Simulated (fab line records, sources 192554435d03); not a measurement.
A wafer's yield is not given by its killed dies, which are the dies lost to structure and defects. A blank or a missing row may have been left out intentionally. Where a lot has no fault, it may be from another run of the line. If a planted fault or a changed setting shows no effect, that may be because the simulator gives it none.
Comparing a struck lot with a sound one -- flow n5-finfet -- 19 out of 1938 route steps
Sound: wafers L270.1, L270.3, L270.6. The struck wafers were L277.1, L277.3, L277.5. Last of all comes the cause.
Per side, at each step with rows, come the tool, then ch with its chambers, and then its first start. Under that, the readings that differ: sound wafers -- struck wafers -- difference of the means -- sigmas: that difference in standard deviations of wafers without a fault.
alike: readings with means less than 2 such deviations apart, plus words and numbers identical on both sides. not compared: withheld readings, readings lacking a value on some wafer, bounds such as >300 that could conceal the same value, and numbers that have no deviation in the record and whose values overlap.
The two part at a step that has a row with sigmas, a row that says differs or no value, or rows on one side only. Non-overlapping numbers with no deviation appear without sigmas and do not part them. Lack of a reading on every wafer of one side parts them only where that side has two or more wafers.

N5_BEOL_M13_ETCH_59: etches BARC in N2/H2, target depth 89 nm, overetch 26.7 nm, time 67.9 s.
  sound on rie-diel-03 ch 1,3, day 11 18:43; struck on rie-diel-01 ch 0,3, day 13 08:44
  alike: drypump-motor-current-A, oes-product-au, rf-vpp-V, showerhead-plenum-p-Torr, throttle-valve-pct
  not compared: rf-hours-counter-h
N5_BEOL_M13_VIA_ETCH_16: etches SiOC in C4F8/O2/Ar, target depth 921.7 nm.
  sound on rie-diel-03 ch 1,3, day 11 18:46; struck on rie-diel-01 ch 0,3, day 13 08:47
  alike: C4F8_flow_sccm, O2_flow_sccm, drypump-motor-current-A, he-inner-torr, oes-product-au, rf-vpp-V, showerhead-plenum-p-Torr, throttle-valve-pct
N5_BEOL_M13_STRIP_63: strips in N2/H2.
  sound on plasma-asher-01 ch 0,1, day 11 19:00; struck on plasma-asher-02 ch 0,1, day 13 09:02
  alike: drypump-motor-current-A, heater-power-w, oes-product-au, strip-time-to-endpoint-s
  not compared: rf-hours-counter-h
N5_BEOL_M13_STRIP_64: strips in N2/H2.
  sound on plasma-asher-01 ch 0,1, day 11 19:04; struck on plasma-asher-02 ch 0,1, day 13 09:05
reading,sound,struck,difference,sigmas
heater-power-w (W),389 386 367,305 323 320,-65,-2
  alike: drypump-motor-current-A, oes-product-au, strip-time-to-endpoint-s
  not compared: rf-hours-counter-h
then, 2 steps without rows for these wafers: N5_BEOL_M13_STRIP_71 (strips in post etch residue remover, time 60 s); N5_BEOL_M13_SRD_72 (time 30 s, dry time 30 s).
N5_BEOL_M13_CD_MEAS_17 targets a cd of 190 nm.
  sound on cd-sem-02 at day 11 19:12; struck on cd-sem-03 at day 13 09:14
  alike: cd-nm
then, 5 steps without rows for these wafers: N5_BEOL_M13_COAT_65 (time 60 s, resist thk 350 nm); N5_BEOL_M13_COAT_66 (time 60 s, resist thk 110 nm); N5_BEOL_M13_COAT_22 (resist thk 300 nm); N5_BEOL_M13_EBR_24; N5_BEOL_M13_SOFTBAKE_23 (time 60 s).
N5_BEOL_M13_EXPOSE_25: exposes mask M13, target cd 210 nm.
  sound on krf-scanner-02 ch 0, day 11 19:22; struck on krf-scanner-02 ch 0, day 13 09:23
reading,sound,struck,difference,sigmas
model.BEOL_M13.overlay-x-nm (nm),2.2 2.2 2.2,29.6 29.6 29.6,+27.4,
  alike: mask
then, 3 steps without rows for these wafers: N5_BEOL_M13_PEB_26 (peb time 90 s); N5_BEOL_M13_DEVELOP_27 (develop time 45 s); N5_BEOL_M13_HARDBAKE_32 (time 120 s).
N5_BEOL_M13_CD_MEAS_28 targets a cd of 209.5 nm.
  sound on cd-sem-03 ch 0, day 11 19:32; struck on cd-sem-02 ch 0, day 13 09:34
  alike: cd-nm
N5_BEOL_M13_OVL_MEAS_29:
  sound on overlay-01 ch 0, day 11 19:34; struck on overlay-01 ch 0, day 13 09:35
reading,sound,struck,difference,sigmas
M13_OVL (nm),3 3 10,25 34 26,+23,+5
N5_BEOL_M13_INSPECT_30: inspects for defects (macro).
  sound on defect-inspect-02 at day 11 19:35; struck on defect-inspect-01 at day 13 09:37
  alike: raw-defect-count

== WHERE THEY PART ==
At N5_BEOL_M13_STRIP_64 first; at N5_BEOL_M13_OVL_MEAS_29 last (within this record only). Later steps at which nothing parts them and some readings are alike: N5_BEOL_M13_INSPECT_30.

WHY: what had been put in by the simulator
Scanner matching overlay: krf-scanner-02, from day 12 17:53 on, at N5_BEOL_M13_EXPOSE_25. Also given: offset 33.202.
